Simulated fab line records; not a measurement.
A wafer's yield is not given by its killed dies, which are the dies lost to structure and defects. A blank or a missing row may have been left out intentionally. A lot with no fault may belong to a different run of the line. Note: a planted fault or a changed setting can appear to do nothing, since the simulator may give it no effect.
Matching of chambers :: flow n5-finfet :: N5_SDB_HM_DEP_00 on pecvd-04: 3 sister chambers
The step deposits SiNx from SiH4/NH3/N2, target thk 40 nm, time 35.3 s. 20 wafers are shown with their chamber, then 10 later ones without.

WAFERS PAIRED WITH THEIR CHAMBERS
wafer: L074.3
chamber: 2
throttle-valve-pct (%): 39.6
showerhead-plenum-p-Torr (Torr): 5.19
heater-power-w (W): 795

wafer: L074.5
chamber: 2
throttle-valve-pct (%): 39.3
showerhead-plenum-p-Torr (Torr): 5.17
heater-power-w (W): 801

wafer: L074.6
chamber: 1
throttle-valve-pct (%): 41.8
showerhead-plenum-p-Torr (Torr): 5.08
heater-power-w (W): 944

wafer: L075.2
chamber: 1
throttle-valve-pct (%): 41.8
showerhead-plenum-p-Torr (Torr): 5.08
heater-power-w (W): 912

wafer: L075.5
chamber: 1
throttle-valve-pct (%): 41.9
showerhead-plenum-p-Torr (Torr): 5.09
heater-power-w (W): 935

wafer: L075.6
chamber: 0
throttle-valve-pct (%): 43.7
showerhead-plenum-p-Torr (Torr): 5.21
heater-power-w (W): 857

wafer: L077.2
chamber: 0
throttle-valve-pct (%): 43.5
showerhead-plenum-p-Torr (Torr): 5.22
heater-power-w (W): 732

wafer: L077.3
chamber: 2
throttle-valve-pct (%): 39.7
showerhead-plenum-p-Torr (Torr): 5.19
heater-power-w (W): 804

wafer: L077.4
chamber: 0
throttle-valve-pct (%): 43.7
showerhead-plenum-p-Torr (Torr): 5.23
heater-power-w (W): 727

wafer: L081.2
chamber: 2
throttle-valve-pct (%): 39.8
showerhead-plenum-p-Torr (Torr): 5.19
heater-power-w (W): 754

wafer: L081.4
chamber: 0
throttle-valve-pct (%): 43.7
showerhead-plenum-p-Torr (Torr): 5.22
heater-power-w (W): 736

wafer: L081.6
chamber: 1
throttle-valve-pct (%): 41.9
showerhead-plenum-p-Torr (Torr): 5.08
heater-power-w (W): 891

wafer: L084.1
chamber: 0
throttle-valve-pct (%): 44.1
showerhead-plenum-p-Torr (Torr): 5.20
heater-power-w (W): 844

wafer: L084.2
chamber: 2
throttle-valve-pct (%): 39.9
showerhead-plenum-p-Torr (Torr): 5.19
heater-power-w (W): 772

wafer: L084.5
chamber: 2
throttle-valve-pct (%): 39.6
showerhead-plenum-p-Torr (Torr): 5.18
heater-power-w (W): 779

wafer: L085.4
chamber: 0
throttle-valve-pct (%): 43.6
showerhead-plenum-p-Torr (Torr): 5.21
heater-power-w (W): 824

wafer: L085.5
chamber: 2
throttle-valve-pct (%): 39.8
showerhead-plenum-p-Torr (Torr): 5.18
heater-power-w (W): 833

wafer: L085.6
chamber: 1
throttle-valve-pct (%): 41.7
showerhead-plenum-p-Torr (Torr): 5.09
heater-power-w (W): 870

wafer: L086.2
chamber: 0
throttle-valve-pct (%): 44.1
showerhead-plenum-p-Torr (Torr): 5.22
heater-power-w (W): 838

wafer: L086.4
chamber: 2
throttle-valve-pct (%): 39.9
showerhead-plenum-p-Torr (Torr): 5.18
heater-power-w (W): 708

SIGNATURES (averages over the wafers above)
reading: throttle-valve-pct
chamber 0: 43.771
chamber 1: 41.820
chamber 2: 39.700
scatter within a chamber: 0.194

reading: showerhead-plenum-p-Torr
chamber 0: 5.2157
chamber 1: 5.0840
chamber 2: 5.1837
scatter within a chamber: 0.00797

reading: heater-power-w
chamber 0: 794.00
chamber 1: 910.40
chamber 2: 780.75
scatter within a chamber: 45.2
Rule: a wafer lies at a distance from a chamber equal to the root of the sum of squares, over the readings, of (its reading less the chamber's mean, divided by the reading's scatter). The wafer belongs to the nearest chamber; if the next one is less than 2 further off, it can't be placed. How the scatter is found: for the shown wafers, subtract from each reading the mean of its chamber, square and add these, divide the total by (wafers less chambers), then take the root.

WAFERS WITH NO CHAMBER GIVEN
wafer: L086.6
throttle-valve-pct (%): 41.8
showerhead-plenum-p-Torr (Torr): 5.09
heater-power-w (W): 916

wafer: L089.1
throttle-valve-pct (%): 41.9
showerhead-plenum-p-Torr (Torr): 5.08
heater-power-w (W): 862

wafer: L089.3
throttle-valve-pct (%): 40.0
showerhead-plenum-p-Torr (Torr): 5.18
heater-power-w (W): 729

wafer: L089.4
throttle-valve-pct (%): 40.0
showerhead-plenum-p-Torr (Torr): 5.19
heater-power-w (W): 724

wafer: L092.2
throttle-valve-pct (%): 40.2
showerhead-plenum-p-Torr (Torr): 5.19
heater-power-w (W): 686

wafer: L092.4
throttle-valve-pct (%): 41.7
showerhead-plenum-p-Torr (Torr): 5.10
heater-power-w (W): 996

wafer: L092.6
throttle-valve-pct (%): 39.7
showerhead-plenum-p-Torr (Torr): 5.20
heater-power-w (W): 689

wafer: L096.2
throttle-valve-pct (%): 41.7
showerhead-plenum-p-Torr (Torr): 5.10
heater-power-w (W): 974

wafer: L096.3
throttle-valve-pct (%): 43.5
showerhead-plenum-p-Torr (Torr): 5.22
heater-power-w (W): 865

wafer: L096.5
throttle-valve-pct (%): 44.0
showerhead-plenum-p-Torr (Torr): 5.21
heater-power-w (W): 839

WHICH CHAMBER EACH WENT THROUGH
wafer: L086.6
from the rows above: 1
in truth: 1

wafer: L089.1
from the rows above: 1
in truth: 1

wafer: L089.3
from the rows above: 2
in truth: 2

wafer: L089.4
from the rows above: 2
in truth: 2

wafer: L092.2
from the rows above: 2
in truth: 2

wafer: L092.4
from the rows above: 1
in truth: 1

wafer: L092.6
from the rows above: 2
in truth: 2

wafer: L096.2
from the rows above: 1
in truth: 1

wafer: L096.3
from the rows above: 0
in truth: 0

wafer: L096.5
from the rows above: 0
in truth: 0
10 of 10 placed correctly. From these rows, 0 cannot be placed. 0 placed wrongly.
